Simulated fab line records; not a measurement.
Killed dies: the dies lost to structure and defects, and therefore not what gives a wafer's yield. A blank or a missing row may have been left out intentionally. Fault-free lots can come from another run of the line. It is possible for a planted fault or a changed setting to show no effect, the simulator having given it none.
Code-filled problem report in 8D (eight disciplines) form | flow n5-finfet | the parts of the form that need people (team, actions taken, sign-off) are left out

## 1. WHAT WENT WRONG
rf-fwd-power-W at N5_BEOL_M7_ETCH_61 reads a mean of 668.3 W on 6 wafers of 2 lots; wafers without a fault read 539.7 W with a standard deviation of 2.2. That is +58 standard deviations from the usual mean.
The step: etches SiARC in CF4, target depth 45.5 nm, time 75.8 s.
First seen on wafer L988.2, day 11 21:11, on rie-diel-02. At this step, 33 wafers from 12 lots have a number in the record. By rule, "out" or "out of limits" means more than 4 standard deviations away from the usual mean. The rest of the wafers with a number are treated as sound.

## 2. WHAT IT IS; WHAT IT IS NOT
question                    | is                                          | is not
which readings at this step | rf-fwd-power-W, etch-rf-on-time-s, rf-vpp-V | drypump-motor-current-A, oes-product-au, showerhead-plenum-p-Torr, throttle-valve-pct
which lots                  | L987, L988                                  | L975, L977, L979, L981, L986, L992, L994, L996, L997, L998
which wafers of those lots  | all that have a number                      | -
read on which tools         | rie-diel-02                                 | rie-diel-01, rie-diel-06
when                        | from day 11 21:11                           | up to then (14 sound wafers); but 13 sound wafers of L992, L994, L996, L997, L998 came after

## 3. THE SUSPECTS, EACH WITH WHAT RULES IT OUT
Counting: a tool at a process step up to the reading stays a suspect if it ran every lot that is out and no sound lot after the first of them.
- pvd-sputter-03 at N5_BEOL_M6_SURFACE_TREAT_79: kept. It ran every lot that is out, first L988 (day 11 16:19), and no sound lot after that; its last sound lot up to then is L986 (day 11 07:28).
- rie-diel-02 at N5_BEOL_M7_ETCH_61 (etches SiARC in CF4, target depth 45.5 nm, time 75.8 s): kept. It ran every lot that is out, first L988 (day 11 21:11), and no sound lot after that; its last sound lot up to then is L986 (day 11 12:49). On those wafers its own readings are out: etch-rf-on-time-s, rf-fwd-power-W, rf-vpp-V.
What counting leaves: pvd-sputter-03 at N5_BEOL_M6_SURFACE_TREAT_79 and rie-diel-02 at N5_BEOL_M7_ETCH_61.

## 4. THE CAUSE (what the simulator had put in)
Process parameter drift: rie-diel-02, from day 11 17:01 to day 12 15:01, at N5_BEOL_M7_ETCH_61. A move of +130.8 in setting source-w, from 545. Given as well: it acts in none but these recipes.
Counting leaves 2 suspects; this tool is one of them.

## 5. THE CHAIN OF EFFECTS, in route order
Rows list readings where the struck wafers' mean (over those with a number) sits beyond 3 standard deviations from the usual. Only readings whose record carries a usual standard deviation are examined. hours: median over the lots of the time between each lot's start at the first step of this table that gives one and its start at this step. sigmas: the change, counted in usual standard deviations.
hours | step               | reading           | usual   | on struck wafers | change | sigmas
0     | N5_BEOL_M7_ETCH_61 | etch-rf-on-time-s | 78.6 s  | 65.5             | -13.1  | -6.6
0     | N5_BEOL_M7_ETCH_61 | rf-fwd-power-W    | 539.7 W | 668.3            | +128.6 | +58
0     | N5_BEOL_M7_ETCH_61 | rf-vpp-V          | 184.3 V | 170.7            | -13.7  | -11
Process steps it contains:
- N5_BEOL_M7_ETCH_61: etches SiARC in CF4, target depth 45.5 nm, time 75.8 s.

## 6. HOW IT WOULD HAVE BEEN CAUGHT EARLIER
In this record the first reading out of limits was taken at day 11 21:11, 4 hours after the fault began at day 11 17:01.
